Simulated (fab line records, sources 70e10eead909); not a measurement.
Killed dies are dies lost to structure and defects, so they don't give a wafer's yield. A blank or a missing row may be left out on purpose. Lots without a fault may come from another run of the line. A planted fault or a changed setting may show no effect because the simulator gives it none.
Which tool did it? | flow nand_harc | 12 lots, 36 wafers sampled, at 5 steps of a route of 1302

WHAT THE GAUGES READ, wafer by wafer
NHARC_END_SORT_01. Usual: killed_at_array 64, standard deviation 20; killed_at_other 0.7, standard deviation 1.1; killed_at_periphery 3.6, standard deviation 2.7; killed_dies 68, standard deviation 20; killed_open 2.8, standard deviation 1.9; killed_short 2.3, standard deviation 1.5.
lot  | measured     | on        | killed_at_array | killed_at_other | killed_at_periphery | killed_dies | killed_open | killed_short | flag
L103 | day 26 19:26 | prober-01 | 45 44 48        | 1 3 4           | 3 3 1               | 49 50 53    | 1 5 1       | 3 1 1        |
L101 | day 27 14:31 | prober-02 | 49 56 54        | 2 3 3           | 4 5 1               | 55 64 58    | 2 3 1       | 2 3 1        |
L102 | day 27 23:04 | prober-01 | 53 60 61        | 3 2 3           | 6 1 4               | 62 63 68    | 3 7 4       | 3 4 2        |
L113 | day 31 05:39 | prober-01 | 148 144 158     | 0 0 1           | 6 3 7               | 154 147 166 | 4 0 4       | 0 2 1        | OFF
L114 | day 32 04:25 | prober-01 | 128 145 124     | 0 3 1           | 3 8 4               | 131 156 129 | 3 9 1       | 2 3 0        | OFF
L119 | day 33 16:53 | prober-01 | 65 60 59        | 1 1 0           | 2 3 2               | 68 64 61    | 5 3 3       | 3 5 2        |
L120 | day 34 00:38 | prober-01 | 55 51 51        | 1 1 1           | 4 5 4               | 60 57 56    | 4 3 6       | 3 4 1        |

WHICH TOOL RAN EACH LOT (tool, then ch and the chambers of the sampled wafers, then the start)
lot  | NHARC_A_STAIRCASE_STRIP_172         | NHARC_THIN_TSV_DESCUM_14           | NHARC_THIN_TSV_PVD_51                   | NHARC_THIN_TSV_DESCUM_35
L998 | wet_bench-03 ch 3,4,5, day 16 11:43 | rie_diel-10 ch 0,1,2, day 24 09:29 | pvd_sputter-03, day 24 15:21 or earlier | rie_diel-10 ch 0,2,3, day 24 15:21
L999 | wet_bench-05 ch 2,4,7, day 16 21:46 | rie_diel-11 ch 1,2,3, day 24 05:41 | pvd_sputter-02, day 24 11:46 or earlier | rie_diel-11 ch 0,1,3, day 24 11:46
L103 | wet_bench-06 ch 1,4,6, day 17 22:34 | rie_diel-07 ch 0,3, day 26 03:46   | pvd_sputter-03, day 26 09:44 or earlier | rie_diel-10 ch 1,3, day 26 09:44
L101 | wet_bench-03 ch 0,5,6, day 18 01:50 | rie_diel-11 ch 0,1,3, day 26 22:41 | pvd_sputter-03, day 27 04:41 or earlier | rie_diel-10 ch 0,3, day 27 04:41
L102 | wet_bench-05 ch 0,2,6, day 18 05:29 | rie_diel-07 ch 1,2, day 26 23:45   | pvd_sputter-02, day 27 05:41 or earlier | rie_diel-07 ch 0,2,3, day 27 05:41
L104 | wet_bench-05 ch 0,5,7, day 18 19:19 | rie_diel-10 ch 1,3, day 27 02:17   | pvd_sputter-01, day 27 08:13 or earlier | rie_diel-11 ch 1,2, day 27 08:13
L107 | wet_bench-06 ch 3,4,7, day 20 06:57 | rie_diel-10 ch 1,2,3, day 28 01:32 | pvd_sputter-01, day 28 07:19 or earlier | rie_diel-11 ch 0,2, day 28 07:19
L112 | wet_bench-03 ch 1,2,7, day 22 04:07 | rie_diel-10 ch 0,1,2, day 29 15:22 | pvd_sputter-03, day 29 21:16 or earlier | rie_diel-07 ch 1,2, day 29 21:16
L113 | wet_bench-05 ch 2,4,6, day 22 11:43 | rie_diel-10 ch 0,1,3, day 30 14:50 | pvd_sputter-02, day 30 20:47 or earlier | rie_diel-11 ch 1,2,3, day 30 20:47
L114 | wet_bench-05 ch 0,2,3, day 23 00:55 | rie_diel-10 ch 0,1,2, day 31 08:22 | pvd_sputter-01, day 31 14:38 or earlier | rie_diel-10 ch 0,1,2, day 31 14:38
L119 | wet_bench-06 ch 3,4,7, day 24 11:56 | rie_diel-10 ch 0,1, day 33 01:22   | pvd_sputter-02, day 33 07:16 or earlier | rie_diel-07 ch 0,1,3, day 33 07:16
L120 | wet_bench-03 ch 2,4,5, day 25 12:23 | rie_diel-11 ch 0,1,2, day 33 05:14 | pvd_sputter-03, day 33 10:58 or earlier | rie_diel-07 ch 1,2,3, day 33 10:58
- NHARC_A_STAIRCASE_STRIP_172: strips in SPM, time 900 s.
- NHARC_THIN_TSV_DESCUM_14: chemistry O2, time 3 s.
- NHARC_THIN_TSV_PVD_51: deposits Cu, target thk 100 nm.
- NHARC_THIN_TSV_DESCUM_35: chemistry O2, time 3 s.

WHAT THE TOOLS THEMSELVES READ (means of the sampled wafers that have a number; where no wafer has one, the mark that the record gives instead)
NHARC_A_STAIRCASE_STRIP_172. Usual: bath_guard_temp_C 130.0 C, standard deviation 0.5.
lot  | tool         | bath_guard_temp_C (C) | flag
L998 | wet_bench-03 | 129.8                 |
L999 | wet_bench-05 | 130.0                 |
L103 | wet_bench-06 | 129.6                 |
L101 | wet_bench-03 | 129.5                 |
L102 | wet_bench-05 | 130.7                 |
L104 | wet_bench-05 | 130.3                 |
L107 | wet_bench-06 | 130.6                 |
L112 | wet_bench-03 | 129.8                 |
L113 | wet_bench-05 | 130.2                 |
L114 | wet_bench-05 | 130.6                 |
L119 | wet_bench-06 | 130.5                 |
L120 | wet_bench-03 | 129.6                 |

NHARC_THIN_TSV_DESCUM_14. Usual: drypump_motor_current_A 5.7 A, standard deviation 0.43; oes_product_au 1.003 a.u., standard deviation 0.015; rf_vpp_V 57.9 V, standard deviation 0.89; showerhead_plenum_p_Torr 1.92 Torr, standard deviation 0.059; throttle_valve_pct 11.312 %, standard deviation 0.0084.
lot  | tool        | drypump_motor_current_A (A) | oes_product_au (a.u.) | rf_vpp_V (V) | showerhead_plenum_p_Torr (Torr) | throttle_valve_pct (%) | flag
L998 | rie_diel-10 | 5.6                         | 1.015                 | 57.4         | 1.90                            | 11.308                 |
L999 | rie_diel-11 | 5.7                         | 1.001                 | 58.5         | 1.96                            | 11.313                 |
L103 | rie_diel-07 | 5.6                         | 1.009                 | 57.7         | 1.90                            | 11.313                 |
L101 | rie_diel-11 | 5.3                         | 1.006                 | 57.8         | 1.98                            | 11.314                 |
L102 | rie_diel-07 | 5.7                         | 1.009                 | 57.7         | 1.89                            | 11.313                 |
L104 | rie_diel-10 | 5.7                         | 1.008                 | 57.7         | 1.93                            | 11.315                 |
L107 | rie_diel-10 | 5.8                         | 0.998                 | 58.7         | 1.91                            | 11.313                 |
L112 | rie_diel-10 | 5.6                         | 1.003                 | 57.6         | 1.90                            | 11.315                 |
L113 | rie_diel-10 | 5.8                         | 1.003                 | 57.7         | 1.95                            | 11.300                 |
L114 | rie_diel-10 | 5.6                         | 0.995                 | 58.5         | 1.89                            | 11.305                 |
L119 | rie_diel-10 | 5.5                         | 0.988                 | 58.2         | 1.91                            | 11.308                 |
L120 | rie_diel-11 | 5.7                         | 0.986                 | 58.0         | 1.92                            | 11.318                 |

NHARC_THIN_TSV_PVD_51. Usual: chamber_pressure_pa 4.998 Pa, standard deviation 0.0091; throttle_valve_pct 30.1 %, standard deviation 1.2.
lot  | tool           | chamber_pressure_pa (Pa) | throttle_valve_pct (%) | flag
L998 | pvd_sputter-03 | 5.004                    | 29.7                   |
L999 | pvd_sputter-02 | 4.999                    | 30.5                   |
L103 | pvd_sputter-03 | 4.997                    | 29.3                   |
L101 | pvd_sputter-03 | 4.993                    | 30.1                   |
L102 | pvd_sputter-02 | 4.994                    | 30.5                   |
L104 | pvd_sputter-01 | 4.999                    | 30.1                   |
L107 | pvd_sputter-01 | 5.006                    | 29.5                   |
L112 | pvd_sputter-03 | 5.004                    | 29.5                   |
L113 | pvd_sputter-02 | 4.991                    | 31.5                   |
L114 | pvd_sputter-01 | 5.000                    | 31.1                   |
L119 | pvd_sputter-02 | 5.001                    | 30.5                   |
L120 | pvd_sputter-03 | 5.004                    | 30.5                   |

NHARC_THIN_TSV_DESCUM_35. Usual: drypump_motor_current_A 5.7 A, standard deviation 0.49; oes_product_au 1.002 a.u., standard deviation 0.014; rf_vpp_V 57.8 V, standard deviation 0.8; showerhead_plenum_p_Torr 1.92 Torr, standard deviation 0.06; throttle_valve_pct 11.310 %, standard deviation 0.0092.
lot  | tool        | drypump_motor_current_A (A) | oes_product_au (a.u.) | rf_vpp_V (V) | showerhead_plenum_p_Torr (Torr) | throttle_valve_pct (%) | flag
L998 | rie_diel-10 | 5.9                         | 1.014                 | 57.4         | 1.94                            | 11.314                 |
L999 | rie_diel-11 | 5.3                         | 1.007                 | 57.5         | 1.98                            | 11.307                 |
L103 | rie_diel-10 | 6.1                         | 1.003                 | 58.0         | 1.96                            | 11.305                 |
L101 | rie_diel-10 | 5.9                         | 1.013                 | 58.6         | 1.98                            | 11.311                 |
L102 | rie_diel-07 | 5.7                         | 1.010                 | 58.0         | 1.88                            | 11.305                 |
L104 | rie_diel-11 | 6.0                         | 0.997                 | 58.3         | 1.90                            | 11.304                 |
L107 | rie_diel-11 | 6.3                         | 1.001                 | 57.5         | 1.89                            | 11.317                 |
L112 | rie_diel-07 | 5.7                         | 1.000                 | 57.6         | 1.89                            | 11.301                 |
L113 | rie_diel-11 | 5.7                         | 0.996                 | 59.2         | 1.96                            | 11.305                 |
L114 | rie_diel-10 | 5.6                         | 0.995                 | 58.0         | 1.89                            | 11.325                 |
L119 | rie_diel-07 | 5.5                         | 1.007                 | 56.5         | 1.88                            | 11.317                 |
L120 | rie_diel-07 | 5.5                         | 1.004                 | 57.2         | 1.90                            | 11.313                 |

THE ANSWER, worked out from the rows above alone
Rule: a lot is off if the mean of its wafers that have a number lies more than 3 standard deviations from the usual mean. A lot without any number at a reading at which 4 lots or more have one is off too. The other lots that the step has rows for count as sound. The gauges are gone through in route order, then the tools' own readings, and for those a lot's mean is taken as printed above. The first step at which some lot is off is used, and at that step the reading that is off furthest; a lot without a number counts as furthest.
Off: L113, L114, at NHARC_END_SORT_01 (killed_dies). Neither off nor sound, because the step has no rows for them: L998, L999, L104, L107, L112.
A tool fits if, at a process step before that reading, it ran every lot that is off, and no sound lot after the first of them. The gauges at NHARC_END_SORT_01 are tried like those tools. NHARC_THIN_TSV_PVD_51 gives no start for some lots, so the hours and the order of its lots are those of NHARC_THIN_TSV_DESCUM_35. One fits: wet_bench-05 at NHARC_A_STAIRCASE_STRIP_172. Its last sound lot is L102 (day 18 05:29), its first lot that is off L113 (day 22 11:43): a fault that began between those two fits.

WHAT THE SIMULATOR HAD PUT IN
Chamber particle source: wet_bench-05, from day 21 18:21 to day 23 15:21, at NHARC_A_STAIRCASE_STRIP_172. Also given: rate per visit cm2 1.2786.
Lots struck among those shown: L113, L114. The rule above found the same.
